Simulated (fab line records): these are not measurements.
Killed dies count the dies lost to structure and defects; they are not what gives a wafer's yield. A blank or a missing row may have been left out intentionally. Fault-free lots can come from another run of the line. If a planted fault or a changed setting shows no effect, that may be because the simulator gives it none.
Matching of chambers || flow nand-harc || NHARC_A_CHANNEL_HOLE_D1_DEP_01 on pecvd-02 has 3 sister chambers
The step deposits SiON, target thk 140 nm. 14 wafers are shown with their chamber, then 6 later ones without.

WAFERS WITH THEIR CHAMBER
{"wafer": "L756.1", "chamber": 0, "heater-power-w (W)": 637}
{"wafer": "L756.4", "chamber": 0, "heater-power-w (W)": 629}
{"wafer": "L756.6", "chamber": 2, "heater-power-w (W)": 803}
{"wafer": "L760.4", "chamber": 1, "heater-power-w (W)": 694}
{"wafer": "L760.5", "chamber": 0, "heater-power-w (W)": 673}
{"wafer": "L760.6", "chamber": 2, "heater-power-w (W)": 784}
{"wafer": "L761.1", "chamber": 0, "heater-power-w (W)": 630}
{"wafer": "L761.5", "chamber": 0, "heater-power-w (W)": 627}
{"wafer": "L761.6", "chamber": 2, "heater-power-w (W)": 779}
{"wafer": "L763.1", "chamber": 0, "heater-power-w (W)": 609}
{"wafer": "L763.5", "chamber": 2, "heater-power-w (W)": 856}
{"wafer": "L763.6", "chamber": 0, "heater-power-w (W)": 621}
{"wafer": "L766.2", "chamber": 1, "heater-power-w (W)": 655}
{"wafer": "L766.3", "chamber": 0, "heater-power-w (W)": 598}

SIGNATURES (averages over the wafers above)
{"reading": "heater-power-w", "chamber 0": 628.00, "chamber 1": 674.50, "chamber 2": 805.50, "scatter within a chamber": 26.8}
Rule: for a wafer and a chamber, the distance is found by dividing, reading by reading, the gap between the wafer's reading and the chamber's mean by the reading's scatter, squaring, summing and taking the root. The wafer belongs to the nearest chamber; if the next one is less than 2 further off, it can't be placed. The scatter: take each reading less its chamber's mean, square it, sum over the shown wafers, divide by the number of wafers less the number of chambers, and take the root.

WAFERS WITHOUT THEIR CHAMBER
{"wafer": "L766.4", "heater-power-w (W)": 677}
{"wafer": "L774.3", "heater-power-w (W)": 725}
{"wafer": "L774.4", "heater-power-w (W)": 669}
{"wafer": "L777.3", "heater-power-w (W)": 774}
{"wafer": "L777.5", "heater-power-w (W)": 711}
{"wafer": "L777.6", "heater-power-w (W)": 704}

WHICH CHAMBER EACH ONE RAN IN
{"wafer": "L766.4", "from the rows above": "can't be placed: 1 or 0", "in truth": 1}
{"wafer": "L774.3", "from the rows above": "can't be placed: 1 or 2 or 0", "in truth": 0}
{"wafer": "L774.4", "from the rows above": "can't be placed: 1 or 0", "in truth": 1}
{"wafer": "L777.3", "from the rows above": 2, "in truth": 2}
{"wafer": "L777.5", "from the rows above": "can't be placed: 1 or 0", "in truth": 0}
{"wafer": "L777.6", "from the rows above": "can't be placed: 1 or 0", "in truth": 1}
Correct placement for 1 of the 6. Not placeable from these rows: 5 (in 5, the candidates include the true chamber). Number placed wrongly: 0.
